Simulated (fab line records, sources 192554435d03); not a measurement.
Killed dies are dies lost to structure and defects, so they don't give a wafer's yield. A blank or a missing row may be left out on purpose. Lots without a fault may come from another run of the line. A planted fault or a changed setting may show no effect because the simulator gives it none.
Which tool did it? | flow n5_finfet | 9 lots, 27 wafers sampled, at 5 steps of a route of 1938

WHAT THE GAUGES READ, wafer by wafer
N5_FIN_SAQP_CD_MEAS_37: target cd 8 nm. Usual: cd_nm 8.16 nm, standard deviation 0.27.
lot  | measured    | on        | cd_nm (nm)     | flag
L354 | day 2 19:55 | cd_sem-02 | 8.64 8.13 8.46 |
L355 | day 3 02:01 | cd_sem-01 | 8.08 8.23 7.85 |
L360 | day 4 08:01 | cd_sem-02 | 8.34 8.08 8.25 |
L362 | day 4 19:56 | cd_sem-01 | 8.80 8.24 7.88 |
L366 | day 5 21:19 | cd_sem-01 | 8.42 8.58 8.43 |
L367 | day 6 02:25 | cd_sem-02 | 7.96 7.95 8.24 |
L368 | day 6 08:18 | cd_sem-03 | 8.35 8.44 8.31 |
L373 | day 7 14:21 | cd_sem-03 | 8.09 7.90 7.92 |
L374 | day 7 19:49 | cd_sem-01 | 8.18 8.38 7.59 |

N5_BEOL_M4_RC_MEAS_101. Usual: DIBL_N 36.7 mV/V, standard deviation 1.8; DIBL_P 37.0 mV/V, standard deviation 2.4; IOFF_N 0.17 nA/um, standard deviation 0.036; IOFF_P 0.22 nA/um, standard deviation 0.042; ION_N 673 uA/um, standard deviation 12; ION_P 462 uA/um, standard deviation 8.5; SS_N 71.7 mV/dec, standard deviation 0.62; SS_P 73.4 mV/dec, standard deviation 0.65; VT_N 250 mV, standard deviation 3.7; VT_P -250 mV, standard deviation 3.7.
lot  | measured     | on        | DIBL_N (mV/V)  | DIBL_P (mV/V)  | IOFF_N (nA/um) | IOFF_P (nA/um) | ION_N (uA/um) | ION_P (uA/um) | SS_N (mV/dec)  | SS_P (mV/dec)  | VT_N (mV)   | VT_P (mV)      | flag
L354 | day 9 19:53  | prober-02 | 38.2 35.4 36.1 | 38.0 34.7 35.7 | 0.18 0.13 0.15 | 0.24 0.20 0.21 | 671 674 661   | 462 470 462   | 72.3 71.2 71.0 | 73.9 72.7 72.8 | 249 253 250 | -246 -248 -251 |
L355 | day 9 22:57  | prober-02 | 34.1 36.1 33.6 | 34.9 36.7 34.7 | 0.11 0.13 0.11 | 0.15 0.18 0.15 | 642 654 647   | 447 443 446   | 71.1 71.3 70.5 | 73.3 72.7 72.5 | 257 257 256 | -253 -252 -255 |
L360 | day 10 21:43 | prober-01 | 35.9 35.4 37.8 | 35.9 35.4 37.7 | 0.17 0.15 0.20 | 0.25 0.24 0.29 | 683 667 672   | 479 470 474   | 71.0 72.1 71.9 | 72.7 72.2 73.1 | 246 250 245 | -243 -244 -243 |
L362 | day 10 21:02 | prober-02 | 37.4 36.3 37.2 | 38.1 37.3 36.4 | 0.18 0.16 0.16 | 0.23 0.23 0.21 | 675 687 689   | 459 471 470   | 71.5 71.8 71.9 | 74.1 73.4 73.1 | 248 249 248 | -251 -250 -250 |
L366 | day 12 05:52 | prober-02 | 38.3 36.7 38.1 | 41.0 38.9 40.2 | 0.20 0.19 0.22 | 0.29 0.27 0.29 | 686 693 693   | 484 477 479   | 72.5 71.0 71.9 | 74.2 73.6 73.2 | 246 246 241 | -244 -244 -246 |
L367 | day 12 08:33 | prober-02 | 34.4 36.2 34.7 | 35.6 37.1 35.4 | 0.13 0.15 0.13 | 0.18 0.22 0.18 | 669 677 654   | 461 474 457   | 69.5 71.6 71.0 | 72.7 73.1 73.0 | 251 249 251 | -253 -247 -251 |
L368 | day 12 18:59 | prober-02 | 39.3 40.1 37.9 | 41.1 41.8 40.0 | 0.23 0.24 0.21 | 0.29 0.32 0.28 | 690 694 692   | 478 473 478   | 71.9 72.3 72.5 | 73.8 74.4 74.2 | 243 243 243 | -244 -242 -242 |
L373 | day 14 18:44 | prober-02 | 37.6 36.9 36.6 | 38.4 37.5 37.7 | 0.18 0.16 0.16 | 0.24 0.22 0.23 | 684 671 676   | 467 460 469   | 72.0 71.8 71.8 | 72.7 73.1 73.9 | 248 249 249 | -250 -254 -251 |
L374 | day 15 19:44 | prober-01 | 36.6 36.8 35.9 | 36.4 35.9 35.0 | 0.15 0.16 0.14 | 0.19 0.20 0.18 | 669 682 670   | 454 464 455   | 71.8 71.9 71.6 | 72.8 73.6 73.4 | 251 248 251 | -252 -253 -254 |

WHICH TOOL RAN EACH LOT (tool, then ch and the chambers of the sampled wafers, then the start)
lot  | N5_FIN_SAQP_ETCH_64             | N5_FIN_CUT_STRIP_24               | N5_FIN_CUT_CUT_ETCH_15
L354 | rie_si-02 ch 1,2, day 2 19:46   | rie_diel-06 ch 0,1,3, day 2 21:19 | rie_si-04 ch 1,3, day 2 21:32
L355 | rie_si-02 ch 1,2, day 3 01:52   | rie_diel-03 ch 0,2, day 3 03:06   | rie_si-01 ch 2,3, day 3 03:19
L360 | rie_si-02 ch 0,1, day 4 07:52   | rie_diel-03 ch 0,2,3, day 4 09:10 | rie_si-01 ch 1,2,3, day 4 09:22
L362 | rie_si-05 ch 1,2, day 4 19:47   | rie_diel-03 ch 1,2,3, day 4 20:56 | rie_si-04 ch 0,1,2, day 4 21:09
L366 | rie_si-05 ch 0,1,3, day 5 21:10 | rie_diel-06 ch 0,1,2, day 5 22:17 | rie_si-06 ch 0,1,2, day 5 22:30
L367 | rie_si-05 ch 1,2,3, day 6 02:16 | rie_diel-03 ch 0,1,2, day 6 03:23 | rie_si-04 ch 0,3, day 6 03:35
L368 | rie_si-05 ch 1,2, day 6 08:10   | rie_diel-03 ch 0,1,2, day 6 09:16 | rie_si-04 ch 0,2,3, day 6 09:29
L373 | rie_si-05 ch 2,3, day 7 14:13   | rie_diel-03 ch 0,2,3, day 7 15:28 | rie_si-01 ch 0,2,3, day 7 15:41
L374 | rie_si-02 ch 0,1,2, day 7 19:41 | rie_diel-06 ch 1,2,3, day 7 21:08 | rie_si-06 ch 0,1,2, day 7 21:21
- N5_FIN_SAQP_ETCH_64: etches SiO2 in CF4, target depth 1.5 nm.
- N5_FIN_CUT_STRIP_24: strips in CF4.
- N5_FIN_CUT_CUT_ETCH_15: etches Si in HBr/Cl2/O2, target depth 100 nm, bt time 10 s, time 42.4 s.

WHAT THE TOOLS THEMSELVES READ (means of the sampled wafers that have a number; where no wafer has one, the mark that the record gives instead)
N5_FIN_SAQP_ETCH_64. Usual: bias_w 399.9 W, standard deviation 1.1; drypump_motor_current_A 5.8 A, standard deviation 0.37; oes_product_au 0.995 a.u., standard deviation 0.017; throttle_valve_pct 21.83 %, standard deviation 0.28.
lot  | tool      | bias_w (W) | drypump_motor_current_A (A) | oes_product_au (a.u.) | throttle_valve_pct (%) | flag
L354 | rie_si-02 | 400.9      | 6.0                         | 0.999                 | 21.79                  |
L355 | rie_si-02 | 400.2      | 6.0                         | 0.996                 | 21.80                  |
L360 | rie_si-02 | 400.2      | 6.0                         | 0.999                 | 21.56                  |
L362 | rie_si-05 | 399.4      | 5.8                         | 0.987                 | 21.88                  |
L366 | rie_si-05 | 399.4      | 5.8                         | 1.008                 | 21.85                  |
L367 | rie_si-05 | 400.5      | 6.0                         | 1.000                 | 21.88                  |
L368 | rie_si-05 | 399.1      | 5.9                         | 0.990                 | 22.04                  |
L373 | rie_si-05 | 400.8      | 6.2                         | 1.001                 | 21.86                  |
L374 | rie_si-02 | 400.5      | 5.9                         | 0.985                 | 21.58                  |

N5_FIN_CUT_STRIP_24. Usual: drypump_motor_current_A 5.7 A, standard deviation 0.47; oes_product_au 0.79 a.u., standard deviation 0.068; rf_vpp_V 271.4 V, standard deviation 1.3; showerhead_plenum_p_Torr 1.81 Torr, standard deviation 0.057; throttle_valve_pct 13.50 %, standard deviation 0.17.
lot  | tool        | drypump_motor_current_A (A) | oes_product_au (a.u.) | rf_vpp_V (V) | showerhead_plenum_p_Torr (Torr) | throttle_valve_pct (%) | flag
L354 | rie_diel-06 | 5.7                         | 0.79                  | 271.0        | 1.82                            | 13.53                  |
L355 | rie_diel-03 | 5.7                         | 0.78                  | 271.5        | 1.78                            | 13.35                  |
L360 | rie_diel-03 | 5.6                         | 0.79                  | 272.1        | 1.81                            | 13.40                  |
L362 | rie_diel-03 | 5.5                         | 0.84                  | 270.6        | 1.80                            | 13.34                  |
L366 | rie_diel-06 | 5.9                         | 0.79                  | 270.7        | 1.79                            | 13.63                  |
L367 | rie_diel-03 | 5.7                         | 0.81                  | 269.9        | 1.76                            | 13.34                  |
L368 | rie_diel-03 | 5.6                         | 0.80                  | 270.3        | 1.76                            | 13.35                  |
L373 | rie_diel-03 | 5.5                         | 0.78                  | 271.7        | 1.81                            | 13.46                  |
L374 | rie_diel-06 | 5.8                         | 0.77                  | 270.6        | 1.78                            | 13.66                  |

N5_FIN_CUT_CUT_ETCH_15. Usual: drypump_motor_current_A 5.7 A, standard deviation 0.45; oes_o_777_au 0.98 a.u., standard deviation 0.054; oes_product_au 0.994 a.u., standard deviation 0.02; throttle_valve_pct 37.0 %, standard deviation 0.31.
lot  | tool      | drypump_motor_current_A (A) | oes_o_777_au (a.u.) | oes_product_au (a.u.) | throttle_valve_pct (%) | flag
L354 | rie_si-04 | 6.1                         | 1.05                | 1.018                 | 36.8                   |
L355 | rie_si-01 | 6.0                         | 0.93                | 0.978                 | 36.8                   |
L360 | rie_si-01 | 5.7                         | 0.98                | 0.981                 | 36.8                   |
L362 | rie_si-04 | 5.8                         | 0.98                | 1.005                 | 37.0                   |
L366 | rie_si-06 | 5.5                         | 0.99                | 0.991                 | 37.2                   |
L367 | rie_si-04 | 6.3                         | 1.00                | 1.020                 | 36.8                   |
L368 | rie_si-04 | 6.0                         | 0.97                | 1.013                 | 36.8                   |
L373 | rie_si-01 | 5.9                         | 0.95                | 0.977                 | 36.9                   |
L374 | rie_si-06 | 5.5                         | 0.99                | 0.992                 | 37.2                   |

THE ANSWER, worked out from the rows above alone
Rule: a lot is off if the mean of its wafers that have a number lies more than 3 standard deviations from the usual mean. A lot without any number at a reading at which 4 lots or more have one is off too. The other lots that the step has rows for count as sound. The gauges are gone through in route order, then the tools' own readings, and for those a lot's mean is taken as printed above. The first step at which some lot is off is used, and at that step the reading that is off furthest; a lot without a number counts as furthest.
No lot is off at any reading shown: from this, nothing can be told.

WHAT THE SIMULATOR HAD PUT IN
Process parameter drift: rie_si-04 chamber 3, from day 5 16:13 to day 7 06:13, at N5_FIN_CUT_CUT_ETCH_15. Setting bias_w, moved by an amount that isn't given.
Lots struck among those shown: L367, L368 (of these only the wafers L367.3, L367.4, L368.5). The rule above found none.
